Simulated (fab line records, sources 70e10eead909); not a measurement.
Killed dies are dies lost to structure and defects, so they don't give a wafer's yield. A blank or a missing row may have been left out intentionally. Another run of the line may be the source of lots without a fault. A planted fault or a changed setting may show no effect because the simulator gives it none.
fab line records	flow nandHarc
record lots=24	wafers=72	lastDay=33
route steps=1302 shown A_M0@1154 A_M1@1185 A_BONDPAD@1202
lots that met no fault: from a run of the same line without faults
startH: start of the lot's first displayed wafer, in hours after the record's first day	waitH: hours elapsed since this lot's preceding step	" same as the row above	L1.1+2: several wafers, shown together as one row	- no value, or no start given	* or withheld: withheld	< > ~ a bound
route shown NAME@n: names a module that has steps shown in the file, with the first one's number in the route	usual: average and standard deviation across the fault-free wafers	same: alike in all rows	chamber/n: place in a boat	sites: per-site readings	_std_site: how widely they spread, as a standard deviation	_edge_site: mean of outer sites minus mean of inner sites	radiusMm: for every site, how far away it sits from the centre of the wafer	mask NAME#n: copy n	behind: the most recent tool/chamber to have shaped the wafer	hold: cause of the lot's hold/its duration in hours/its outcome	device: whichever transistor did not switch (one of n, p or np)	end of line: the tests these same wafers got at the end of their route	a step given without rows: its recipe and nothing more	killed: dies that structure and defects cost at the first sort, which is not the same as the wafer's yield	map: shows each die of a wafer: x if killed, . if not, _ if none is there
set.NAME: the setting the step ran with; set.NAME@STEP: the setting that earlier step ran with	model.NAME: the simulator's own value behind a step, which no gauge read
the route's steps for a sample of lots (tables are steps, rows are wafers)
services: a tool's chamber out of use, with start hour (startH, from the record's first day; less than 0 if before it), hours out, and reason
## steps
# step NHARC_A_M0_STRIP_18
# recipe powerW=1000	n2FlowSccm=150	h2FlowSccm=150	arFlowSccm=0	biasW=0	chemistry=N2/H2
# usual drypumpMotorCurrentA=5.7/0.46	oesProductAu=1.000/0.0074	rfVppV=90.6/0.97	showerheadPlenumPTorr=2.04/0.082	throttleValvePct=14.171/0.0091
lot.wafer	tool	chamber	startH	waitH	drypumpMotorCurrentA	oesProductAu	rfHoursCounterH	rfVppV	showerheadPlenumPTorr	throttleValvePct
L074.2	rieDiel-04	3	531.41	0.1	5.9	1.001	8.5	91.5	2.14	14.193
L074.3	"	0	"	"	4.9	1.003	9.1	89.5	1.99	14.172
L074.6	"	2	"	"	5.0	0.995	-	90.7	2.12	14.168
L075.4	rieDiel-10	3	532.13	0.1	5.6	0.986	2.8	91.3	2.09	14.171
L075.2	"	0	"	"	5.6	1.000	3.1	90.5	1.99	14.173
L075.5	"	0	"	"	5.6	0.993	-	88.8	1.99	14.183
L076.2	rieDiel-02	0	545.47	0.2	5.8	1.001	7.0	91.2	2.04	14.166
L076.6	"	1	"	"	5.1	0.995	-	92.0	2.16	14.187
L076.5	"	2	"	"	6.4	1.003	-	91.4	2.10	14.174
L077.3	rieDiel-02	3	547.60	0.1	6.3	0.983	7.2	92.4	2.19	14.164
L077.4	"	1	"	"	5.1	1.012	6.8	91.0	2.16	14.177
L077.5	"	3	"	"	6.3	1.001	-	92.4	2.19	14.161
L078.1	rieDiel-10	1	550.70	0.1	5.9	0.993	5.4	90.6	1.98	14.173
L078.2	"	2	"	"	6.3	1.004	4.3	89.5	1.91	14.174
L078.4	"	0	"	"	5.6	1.006	4.7	90.3	1.99	14.188
L079.2	rieDiel-02	0	557.43	0.1	5.8	1.003	7.5	90.5	2.04	14.173
L079.3	"	1	"	"	5.1	0.998	7.2	90.1	2.16	14.171
L079.5	"	1	"	"	5.1	0.998	-	90.9	2.16	14.162
L081.1	rieDiel-04	2	588.10	0.1	5.0	0.992	3.1	90.7	2.12	14.165
L081.3	"	3	"	"	5.9	0.994	3.6	90.3	2.14	14.175
L081.5	"	1	"	"	5.5	0.987	-	89.4	2.05	14.174
L080.3	rieDiel-04	0	594.30	0.1	4.9	1.008	3.6	91.5	1.99	14.166
L080.5	"	3	"	"	5.9	1.013	-	91.7	2.14	14.164
L080.6	"	0	"	"	4.9	1.008	-	89.6	1.99	14.174
L083.2	rieDiel-02	3	611.17	0.1	6.3	0.999	0.3	91.2	2.19	14.177
L083.6	"	2	"	"	6.4	0.999	-	91.9	2.10	14.155
L083.5	"	3	"	"	6.3	0.999	-	90.8	2.19	14.177
L082.4	rieDiel-02	0	619.32	0.1	5.9	0.989	1.3	91.2	2.04	14.163
L082.6	"	0	"	"	5.9	0.995	-	88.3	2.04	14.165
L082.5	"	1	"	"	5.1	1.004	-	92.4	2.16	14.181
L085.3	rieDiel-04	3	641.11	0.1	5.9	1.004	6.4	91.0	2.14	14.185
L085.4	"	2	"	"	5.0	1.003	5.4	91.6	2.12	14.173
L085.5	"	0	"	"	4.9	1.006	-	90.8	1.99	14.173
L086.2	rieDiel-10	1	644.08	0.1	5.9	1.011	2.5	90.9	1.98	14.182
L086.6	"	0	"	"	5.6	1.005	-	90.0	1.99	14.163
L086.5	"	1	"	"	5.9	1.013	-	91.2	1.98	14.194
L084.4	rieDiel-10	3	645.93	0.1	5.6	1.001	3.1	91.5	2.08	14.168
L084.5	"	2	"	"	6.3	1.001	-	89.1	1.91	14.175
L084.6	"	3	"	"	5.6	1.007	-	90.4	2.08	14.164
L087.3	rieDiel-10	2	653.81	0.1	6.3	0.997	2.4	91.2	1.91	14.175
L087.4	"	0	"	"	5.6	0.991	3.1	89.7	1.99	14.173
L087.2	"	1	"	"	5.9	1.008	2.8	91.1	1.98	14.179
L088.2	rieDiel-10	1	666.39	0.1	5.9	1.011	3.0	90.1	1.98	14.185
L088.4	"	3	"	"	5.6	1.000	3.6	90.7	2.08	14.161
L088.5	"	1	"	"	5.8	0.996	-	90.4	1.98	14.167
L089.3	rieDiel-10	0	667.49	0.1	5.6	1.011	3.4	89.0	1.99	14.184
L089.5	"	2	"	"	6.3	1.003	-	89.7	1.91	14.158
L089.6	"	3	"	"	5.6	1.002	-	91.9	2.08	14.164
L091.2	rieDiel-10	3	693.89	0.1	5.6	0.996	5.8	91.1	2.08	14.164
L091.3	"	0	"	"	5.6	0.992	5.4	91.2	1.99	14.164
L091.4	"	2	"	"	6.3	0.991	4.5	90.2	1.90	14.178
L092.2	rieDiel-10	0	701.36	0.1	5.6	0.998	5.8	88.8	1.99	14.167
L092.1	"	1	"	"	5.8	1.012	6.0	90.6	1.98	14.176
L092.5	"	0	"	"	5.6	1.005	-	91.0	1.99	14.163
L090.2	rieDiel-04	3	703.32	0.1	5.9	1.002	9.8	92.1	2.14	14.179
L090.3	"	0	"	"	4.9	1.013	8.7	90.1	1.98	14.186
L090.1	"	2	"	"	5.0	0.995	8.9	90.3	2.12	14.166
L093.2	rieDiel-10	1	707.66	0.1	5.8	1.013	6.1	89.6	1.98	14.170
L093.4	"	2	"	"	6.3	0.997	5.1	90.5	1.90	14.172
L093.3	"	0	"	"	5.6	0.998	5.9	89.4	1.99	14.166
L095.4	rieDiel-04	0	725.78	0.1	4.9	1.013	0.7	90.0	1.98	14.165
L095.1	"	1	"	"	5.5	0.988	0.7	92.0	2.05	14.162
L095.2	"	2	"	"	5.0	1.009	1.0	89.5	2.12	14.169
L094.2	rieDiel-10	2	726.94	0.1	6.3	0.996	5.7	88.3	1.91	14.164
L094.4	"	1	"	"	5.9	1.011	6.7	90.8	1.98	14.158
L094.5	"	2	"	"	6.3	1.000	-	89.6	1.90	14.186
L096.3	rieDiel-04	1	747.50	0.1	5.6	0.998	1.0	89.7	2.05	14.175
L096.1	"	2	"	"	5.0	1.004	1.2	91.9	2.12	14.161
L096.6	"	1	"	"	5.5	0.992	-	90.9	2.05	14.162
L097.2	rieDiel-04	0	755.79	0.1	4.9	1.001	1.0	88.5	1.98	14.160
L097.1	"	1	"	"	5.5	0.999	2.2	91.3	2.05	14.159
L097.5	"	1	"	"	5.6	0.997	-	91.5	2.05	14.175
# step NHARC_A_M1_CD_MEAS_16
# usual cdNm=119.8/0.61
lot.wafer	tool	chamber	startH	waitH	cdNm
L074.2	cdSem-02	-	535.37	-	118.2
L074.3	"	-	"	"	119.9
L074.6	"	-	"	"	119.2
L075.2	cdSem-02	-	536.25	-	119.5
L075.4	"	-	"	"	120.5
L075.5	"	-	"	"	119.8
L076.2	cdSem-02	-	549.95	-	119.1
L076.5	"	-	"	"	119.6
L076.6	"	-	"	"	119.2
L077.3	cdSem-02	-	553.11	-	119.0
L077.4	"	-	"	"	119.8
L077.5	"	-	"	"	120.1
L078.1	cdSem-01	-	554.53	-	119.3
L078.2	"	-	"	"	119.3
L078.4	"	-	"	"	119.9
L079.2	cdSem-03	-	561.42	-	119.9
L079.3	"	-	"	"	120.2
L079.5	"	-	"	"	119.1
L081.1	cdSem-02	-	592.10	-	119.4
L081.3	"	-	"	"	119.8
L081.5	"	-	"	"	119.4
L080.3	cdSem-01	-	598.24	-	119.9
L080.5	"	-	"	"	120.0
L080.6	"	-	"	"	119.7
L083.2	cdSem-03	-	615.13	-	120.0
L083.5	"	-	"	"	119.7
L083.6	"	-	"	"	119.8
L082.4	cdSem-02	-	623.34	-	120.1
L082.5	"	-	"	"	119.2
L082.6	"	-	"	"	120.4
L085.3	cdSem-01	-	645.19	-	120.3
L085.4	"	-	"	"	120.4
L085.5	"	-	"	"	119.0
L086.2	cdSem-03	-	647.90	-	119.3
L086.5	"	-	"	"	120.2
L086.6	"	-	"	"	120.1
L084.4	cdSem-01	-	649.90	-	119.9
L084.5	"	-	"	"	120.1
L084.6	"	-	"	"	120.8
L087.2	cdSem-02	-	657.70	-	120.1
L087.3	"	-	"	"	120.2
L087.4	"	-	"	"	120.1
L088.2	cdSem-03	-	670.40	-	118.4
L088.4	"	-	"	"	119.1
L088.5	"	-	"	"	119.7
L089.3	cdSem-02	-	671.67	-	119.9
L089.5	"	-	"	"	119.3
L089.6	"	-	"	"	119.4
L091.2	cdSem-03	-	697.79	-	120.0
L091.3	"	-	"	"	119.1
L091.4	"	-	"	"	120.1
L092.1	cdSem-03	-	705.21	-	120.6
L092.2	"	-	"	"	119.3
L092.5	"	-	"	"	119.8
L090.1	cdSem-02	-	707.30	-	120.6
L090.2	"	-	"	"	119.7
L090.3	"	-	"	"	119.6
L093.2	cdSem-01	-	711.58	-	120.3
L093.3	"	-	"	"	119.8
L093.4	"	-	"	"	118.8
L095.1	cdSem-02	-	729.76	-	119.9
L095.2	"	-	"	"	120.7
L095.4	"	-	"	"	119.0
L094.2	cdSem-01	-	731.21	-	120.3
L094.4	"	-	"	"	120.0
L094.5	"	-	"	"	119.7
L096.1	cdSem-02	-	751.58	-	119.7
L096.3	"	-	"	"	119.9
L096.6	"	-	"	"	119.6
L097.1	cdSem-01	-	759.78	-	119.0
L097.2	"	-	"	"	119.5
L097.5	"	-	"	"	120.1
# step NHARC_A_BONDPAD_DEP_00
# recipe targetThkA=2500	tempC=370	targetThkNm=250	pressureTorr=3	flowSccm=200	rfW=450	material=SiCN
# usual heaterPowerW=557/69
lot.wafer	tool	chamber	startH	waitH	heaterPowerW
L074.3	pecvd-02	0	538.49	-	557
L074.2	"	1	"	"	552
L074.6	"	1	"	"	569
L075.2	pecvd-02	1	539.31	-	525
L075.4	"	2	"	"	572
L075.5	"	1	"	"	543
L076.2	pecvd-04	2	553.00	-	461
L076.6	"	0	"	"	433
L076.5	"	1	"	"	561
L077.3	pecvd-02	0	-	-	540
L077.4	"	2	"	"	523
L077.5	"	0	"	"	562
L078.2	pecvd-01	2	557.54	-	626
L078.1	"	0	"	"	565
L078.4	"	2	"	"	622
L079.3	pecvd-04	0	564.44	-	508
L079.2	"	1	"	"	536
L079.5	"	0	"	"	494
L081.3	pecvd-04	1	595.13	-	530
L081.1	"	0	"	"	506
L081.5	"	0	"	"	519
L080.3	pecvd-01	1	601.43	-	490
L080.5	"	0	"	"	601
L080.6	"	1	"	"	510
L083.2	pecvd-02	1	618.25	-	556
L083.5	"	2	"	"	658
L083.6	"	0	"	"	608
L082.5	pecvd-01	1	626.49	-	516
L082.4	"	2	"	"	579
L082.6	"	0	"	"	693
L085.3	pecvd-01	2	648.41	-	601
L085.4	"	0	"	"	596
L085.5	"	1	"	"	493
L086.2	pecvd-01	0	651.07	-	671
L086.5	"	1	"	"	430
L086.6	"	2	"	"	593
L084.6	pecvd-04	0	652.99	-	488
L084.5	"	1	"	"	490
L084.4	"	2	"	"	473
L087.3	pecvd-02	1	660.68	-	498
L087.2	"	0	"	"	635
L087.4	"	0	"	"	624
L088.2	pecvd-02	2	673.46	-	647
L088.4	"	2	"	"	649
L088.5	"	2	"	"	663
L089.3	pecvd-04	0	674.67	-	494
L089.5	"	2	"	"	459
L089.6	"	1	"	"	463
L091.2	pecvd-04	0	-	-	539
L091.3	"	1	"	"	551
L091.4	"	1	"	"	549
L092.2	pecvd-01	0	708.20	-	694
L092.1	"	2	"	"	566
L092.5	"	0	"	"	718
L090.1	pecvd-01	0	710.62	-	634
L090.2	"	2	"	"	510
L090.3	"	0	"	"	653
L093.2	pecvd-02	2	714.76	-	630
L093.3	"	1	"	"	479
L093.4	"	0	"	"	619
L095.1	pecvd-04	2	732.87	-	477
L095.2	"	1	"	"	512
L095.4	"	1	"	"	525
L094.2	pecvd-04	1	734.24	-	591
L094.4	"	1	"	"	575
L094.5	"	2	"	"	539
L096.1	pecvd-01	2	754.57	-	509
L096.3	"	1	"	"	502
L096.6	"	2	"	"	529
L097.1	pecvd-01	1	762.80	-	482
L097.2	"	2	"	"	583
L097.5	"	0	"	"	721
# step NHARC_A_BONDPAD_CD_MEAS_09
# recipe targetCdNm=500	landingEnergyEv=500
# usual cdNm=500.0/1.3
lot.wafer	tool	chamber	startH	waitH	cdNm
L074.2	cdSem-01	0	539.55	-	500.7
L074.3	"	0	"	"	501.5
L074.6	"	0	"	"	499.3
L075.2	cdSem-01	0	540.46	-	499.3
L075.4	"	0	"	"	501.1
L075.5	"	0	"	"	498.6
L076.2	cdSem-01	0	554.13	-	500.6
L076.5	"	0	"	"	501.7
L076.6	"	0	"	"	499.4
L077.3	cdSem-02	0	557.32	-	501.8
L077.4	"	0	"	"	499.1
L077.5	"	0	"	"	498.3
L078.1	cdSem-03	0	558.72	-	498.6
L078.2	"	0	"	"	499.0
L078.4	"	0	"	"	501.3
L079.2	cdSem-02	0	565.49	-	502.3
L079.3	"	0	"	"	499.5
L079.5	"	0	"	"	500.9
L081.1	cdSem-02	0	596.37	-	502.9
L081.3	"	0	"	"	499.2
L081.5	"	0	"	"	501.9
L080.3	cdSem-01	0	602.59	-	499.7
L080.5	"	0	"	"	499.2
L080.6	"	0	"	"	499.7
L083.2	cdSem-01	0	619.50	-	500.5
L083.5	"	0	"	"	501.3
L083.6	"	0	"	"	499.2
L082.4	cdSem-03	0	627.49	-	501.9
L082.5	"	0	"	"	501.7
L082.6	"	0	"	"	500.3
L085.3	cdSem-03	0	649.55	-	500.6
L085.4	"	0	"	"	498.4
L085.5	"	0	"	"	498.1
L086.2	cdSem-03	0	652.20	-	501.3
L086.5	"	0	"	"	501.9
L086.6	"	0	"	"	500.5
L084.4	cdSem-01	0	654.08	-	501.8
L084.5	"	0	"	"	499.2
L084.6	"	0	"	"	499.4
L087.2	cdSem-02	0	661.77	-	498.9
L087.3	"	0	"	"	501.8
L087.4	"	0	"	"	499.5
L088.2	cdSem-03	0	674.75	-	500.5
L088.4	"	0	"	"	499.1
L088.5	"	0	"	"	498.6
L089.3	cdSem-01	0	675.73	-	503.1
L089.5	"	0	"	"	504.0
L089.6	"	0	"	"	501.6
L091.2	cdSem-01	0	702.03	-	499.4
L091.3	"	0	"	"	500.7
L091.4	"	0	"	"	499.9
L092.1	cdSem-03	0	709.44	-	498.2
L092.2	"	0	"	"	499.2
L092.5	"	0	"	"	497.7
L090.1	cdSem-03	0	711.99	-	498.6
L090.2	"	0	"	"	500.8
L090.3	"	0	"	"	499.1
L093.2	cdSem-01	0	715.98	-	501.1
L093.3	"	0	"	"	502.3
L093.4	"	0	"	"	500.5
L095.1	cdSem-03	0	734.11	-	499.9
L095.2	"	0	"	"	500.5
L095.4	"	0	"	"	500.9
L094.2	cdSem-03	0	735.52	-	499.5
L094.4	"	0	"	"	499.1
L094.5	"	0	"	"	498.9
L096.1	cdSem-02	0	755.80	-	500.9
L096.3	"	0	"	"	497.9
L096.6	"	0	"	"	498.6
L097.1	cdSem-02	0	763.86	-	499.4
L097.2	"	0	"	"	498.8
L097.5	"	0	"	"	500.4
# step NHARC_A_BONDPAD_STRIP_15
# recipe o2FlowSccm=500	arFlowSccm=0	biasW=0	chemistry=O2
# usual drypumpMotorCurrentA=5.8/0.44	oesProductAu=0.999/0.0057	rfVppV=57.6/0.87	showerheadPlenumPTorr=3.50/0.1	throttleValvePct=17.036/0.0083
lot.wafer	tool	chamber	startH	waitH	drypumpMotorCurrentA	oesProductAu	rfHoursCounterH	rfVppV	showerheadPlenumPTorr	throttleValvePct
L074.2	rieDiel-07	2	540.18	0.1	5.8	0.992	1	57.8	3.59	17.040
L074.3	"	3	"	"	6.5	0.998	2	55.6	3.35	17.045
L074.6	"	1	"	"	5.7	0.999	-	56.9	3.51	17.020
L075.2	rieDiel-07	0	541.11	0.1	5.9	0.989	1	58.4	3.68	17.036
L075.4	"	2	"	"	5.8	0.979	2	58.6	3.59	17.016
L075.5	"	0	"	"	5.9	0.996	-	58.3	3.68	17.036
L076.2	rieDiel-12	3	554.75	0.1	6.5	0.997	17	57.0	3.44	17.021
L076.6	"	2	"	"	5.1	0.996	-	57.0	3.43	17.023
L076.5	"	3	"	"	6.5	1.004	-	57.9	3.44	17.038
L077.4	rieDiel-12	3	557.93	0.1	6.6	1.000	18	57.7	3.44	17.037
L077.3	"	0	"	"	5.5	1.007	19	55.6	3.50	17.035
L077.5	"	2	"	"	5.1	1.009	-	56.7	3.43	17.024
L078.2	rieDiel-12	2	559.36	0.1	5.1	0.998	19	57.8	3.43	17.055
L078.4	"	0	"	"	5.5	1.001	19	56.9	3.50	17.031
L078.1	"	1	"	"	5.8	1.000	20	59.2	3.52	17.020
L079.3	rieDiel-07	0	566.09	0.1	5.9	1.002	2	58.0	3.68	17.035
L079.2	"	1	"	"	5.7	0.997	2	57.1	3.51	17.024
L079.5	"	1	"	"	5.7	0.993	-	56.0	3.51	17.043
L081.3	rieDiel-07	3	596.97	0.1	6.5	1.003	3	58.3	3.34	17.029
L081.1	"	1	"	"	5.7	1.002	3	57.7	3.51	17.027
L081.5	"	0	"	"	5.9	1.004	-	57.7	3.68	17.031
L080.3	rieDiel-07	3	603.21	0.1	6.5	1.007	3	58.5	3.34	17.029
L080.6	"	3	"	"	6.5	0.999	-	56.8	3.34	17.025
L080.5	"	0	"	"	5.9	0.995	-	56.9	3.68	17.046
L083.2	rieDiel-07	1	620.10	0.1	5.7	0.999	3	56.6	3.51	17.038
L083.5	"	1	"	"	5.7	1.010	-	56.0	3.51	17.033
L083.6	"	2	"	"	5.8	1.001	-	57.0	3.59	17.047
L082.6	rieDiel-07	1	628.19	0.1	5.7	1.005	-	57.9	3.51	17.044
L082.5	"	2	"	"	5.8	0.999	-	57.1	3.59	17.028
L082.4	"	0	"	"	5.9	0.997	-	57.5	3.68	17.034
L085.3	rieDiel-12	1	650.16	0.1	5.8	0.991	2	57.8	3.51	17.034
L085.4	"	2	"	"	5.1	0.992	3	58.8	3.42	17.058
L085.5	"	0	"	"	5.5	1.002	-	56.4	3.50	17.030
L086.2	rieDiel-12	3	652.83	0.1	6.5	0.992	4	58.2	3.44	17.043
L086.5	"	1	"	"	5.8	0.994	-	58.5	3.51	17.030
L086.6	"	2	"	"	5.1	1.001	-	57.9	3.42	17.023
L084.4	rieDiel-12	1	654.72	0.1	5.9	0.991	3	57.7	3.51	17.022
L084.6	"	2	"	"	5.1	0.998	-	57.7	3.42	17.037
L084.5	"	3	"	"	6.5	0.988	-	57.1	3.44	17.028
L087.2	rieDiel-12	1	662.37	0.1	5.8	1.000	4	58.5	3.51	17.032
L087.3	"	3	"	"	6.6	1.010	5	58.2	3.43	17.031
L087.4	"	0	"	"	5.5	1.003	5	57.3	3.50	17.045
L088.4	rieDiel-07	3	675.40	0.1	6.5	1.005	0	57.7	3.34	17.033
L088.2	"	0	"	"	5.9	0.998	0	58.7	3.68	17.041
L088.5	"	1	"	"	5.7	1.002	-	55.8	3.51	17.050
L089.3	rieDiel-06	3	676.33	0.1	5.9	0.995	1	57.6	3.35	17.031
L089.5	"	3	"	"	5.9	0.993	-	57.3	3.35	17.039
L089.6	"	0	"	"	5.8	0.997	-	58.4	3.43	17.040
L091.4	rieDiel-12	1	702.65	0.1	5.8	0.998	14	58.2	3.50	17.048
L091.2	"	2	"	"	5.1	1.005	16	57.3	3.41	17.038
L091.3	"	3	"	"	6.5	0.996	16	57.1	3.43	17.027
L092.1	rieDiel-12	2	710.07	0.1	5.1	0.986	17	58.2	3.41	17.024
L092.2	"	3	"	"	6.5	0.995	17	58.1	3.43	17.042
L092.5	"	1	"	"	5.8	1.002	-	56.5	3.50	17.049
L090.3	rieDiel-07	1	712.66	0.1	5.7	0.993	1	55.9	3.51	17.031
L090.1	"	2	"	"	5.8	0.998	1	56.5	3.59	17.056
L090.2	"	3	"	"	6.5	1.002	1	57.1	3.34	17.034
L093.4	rieDiel-07	3	716.63	0.1	6.5	0.998	1	56.7	3.34	17.036
L093.2	"	1	"	"	5.7	0.996	1	58.5	3.51	17.029
L093.3	"	2	"	"	5.8	0.998	1	57.4	3.59	17.045
L095.2	rieDiel-12	2	734.78	0.1	5.1	0.988	21	57.3	3.41	17.032
L095.1	"	3	"	"	6.5	0.995	21	57.6	3.43	17.037
L095.4	"	2	"	"	5.1	0.992	-	57.4	3.41	17.034
L094.2	rieDiel-07	0	736.19	0.1	5.9	0.997	2	57.9	3.68	17.038
L094.5	"	2	"	"	5.7	0.998	-	57.9	3.59	17.035
L094.4	"	0	"	"	5.9	0.995	-	59.3	3.68	17.046
L096.3	rieDiel-12	2	756.40	0.1	5.1	1.001	25	57.5	3.41	17.030
L096.1	"	0	"	"	5.5	1.012	25	56.8	3.48	17.042
L096.6	"	3	"	"	6.5	1.008	-	58.4	3.42	17.032
L097.2	rieDiel-06	3	764.46	0.1	5.9	1.001	34	57.9	3.33	17.030
L097.1	"	1	"	"	5.8	1.003	23	58.4	3.56	17.032
L097.5	"	0	"	"	5.8	1.002	-	56.4	3.41	17.036
# step NHARC_A_BONDPAD_ANNEAL_28
# recipe tempC=225	timeS=90
# usual wafer_temp_C_max=226.3/0.46
lot.wafer	tool	chamber	startH	waitH	wafer_temp_C_max
L074.2	rtpAnneal-02	0	541.48	-	226.1
L074.3	"	0	"	"	225.8
L074.6	"	0	"	"	225.8
L075.2	rtpAnneal-02	0	542.48	-	226.1
L075.4	"	0	"	"	226.1
L075.5	"	0	"	"	225.8
L076.2	rtpAnneal-02	0	556.07	0.3	225.6
L076.5	"	0	"	"	225.9
L076.6	"	0	"	"	226.1
L077.3	rtpAnneal-01	0	559.33	0.3	227.0
L077.4	"	0	"	"	226.7
L077.5	"	0	"	"	226.5
L078.1	rtpAnneal-02	0	560.65	-	226.1
L078.2	"	0	"	"	225.9
L078.4	"	0	"	"	226.2
L079.2	rtpAnneal-02	0	567.43	0.3	226.2
L079.3	"	0	"	"	226.3
L079.5	"	0	"	"	225.5
L081.1	rtpAnneal-01	0	598.34	0.3	226.6
L081.3	"	0	"	"	227.2
L081.5	"	0	"	"	226.2
L080.3	rtpAnneal-02	0	604.61	0.3	226.1
L080.5	"	0	"	"	225.6
L080.6	"	0	"	"	226.3
L083.2	rtpAnneal-02	0	621.48	0.3	225.9
L083.5	"	0	"	"	225.5
L083.6	"	0	"	"	225.4
L082.4	rtpAnneal-01	0	629.62	0.3	226.6
L082.5	"	0	"	"	226.6
L082.6	"	0	"	"	226.5
L085.3	rtpAnneal-02	0	651.63	0.4	226.1
L085.4	"	0	"	"	226.2
L085.5	"	0	"	"	225.6
L086.2	rtpAnneal-01	0	654.15	-	226.6
L086.5	"	0	"	"	226.9
L086.6	"	0	"	"	226.4
L084.4	rtpAnneal-02	0	656.11	0.4	225.7
L084.5	"	0	"	"	225.4
L084.6	"	0	"	"	225.8
L087.2	rtpAnneal-01	0	663.71	-	226.9
L087.3	"	0	"	"	226.5
L087.4	"	0	"	"	226.6
L088.2	rtpAnneal-02	0	676.72	0.3	226.0
L088.4	"	0	"	"	225.6
L088.5	"	0	"	"	226.2
L089.3	rtpAnneal-01	0	677.71	-	226.3
L089.5	"	0	"	"	226.9
L089.6	"	0	"	"	226.3
L091.2	rtpAnneal-01	0	703.98	0.4	226.7
L091.3	"	0	"	"	226.6
L091.4	"	0	"	"	226.5
L092.1	rtpAnneal-02	0	711.34	-	225.9
L092.2	"	0	"	"	225.9
L092.5	"	0	"	"	226.4
L090.1	rtpAnneal-02	0	713.93	-	225.8
L090.2	"	0	"	"	226.0
L090.3	"	0	"	"	225.8
L093.2	rtpAnneal-01	0	717.98	-	226.9
L093.3	"	0	"	"	227.2
L093.4	"	0	"	"	227.8
L095.1	rtpAnneal-01	0	736.10	-	226.8
L095.2	"	0	"	"	226.3
L095.4	"	0	"	"	226.6
L094.2	rtpAnneal-01	0	737.55	-	225.9
L094.4	"	0	"	"	226.1
L094.5	"	0	"	"	226.5
L096.1	rtpAnneal-01	0	757.68	-	226.8
L096.3	"	0	"	"	226.7
L096.6	"	0	"	"	226.6
L097.1	rtpAnneal-01	0	765.75	0.3	226.5
L097.2	"	0	"	"	227.4
L097.5	"	0	"	"	226.3
## services
tool	chamber	startH	hours	kind
rieDiel-10	3	521.30	9.5	repair
rieDiel-04	-	531.90	9.0	pm
rieDiel-10	2	534.59	5.0	repair
pecvd-04	0	540.41	10.6	repair
pecvd-04	2	546.45	4.9	repair
rieDiel-04	2	568.03	3.5	repair
rieDiel-10	3	574.85	7.8	repair
rieDiel-10	-	596.50	9.0	pm
rieDiel-04	0	613.01	8.8	repair
rieDiel-04	2	615.28	4.2	repair
rieDiel-04	1	616.44	17.4	repair
rieDiel-12	-	622.40	9.0	pm
pecvd-01	1	626.79	8.7	repair
rieDiel-07	3	627.26	2.8	repair
rieDiel-07	0	646.57	4.4	repair
rieDiel-07	-	648.20	9.0	pm
pecvd-01	-	673.21	13.0	pm
rieDiel-10	2	675.40	12.7	repair
pecvd-01	1	706.78	9.3	repair
rieDiel-12	1	713.59	23.4	repair
rieDiel-07	3	723.52	17.9	repair
pecvd-01	-	725.28	1.0	repair
rtpAnneal-02	-	744.00	12.0	pm
rieDiel-12	2	765.81	4.7	repair
## key
fault none
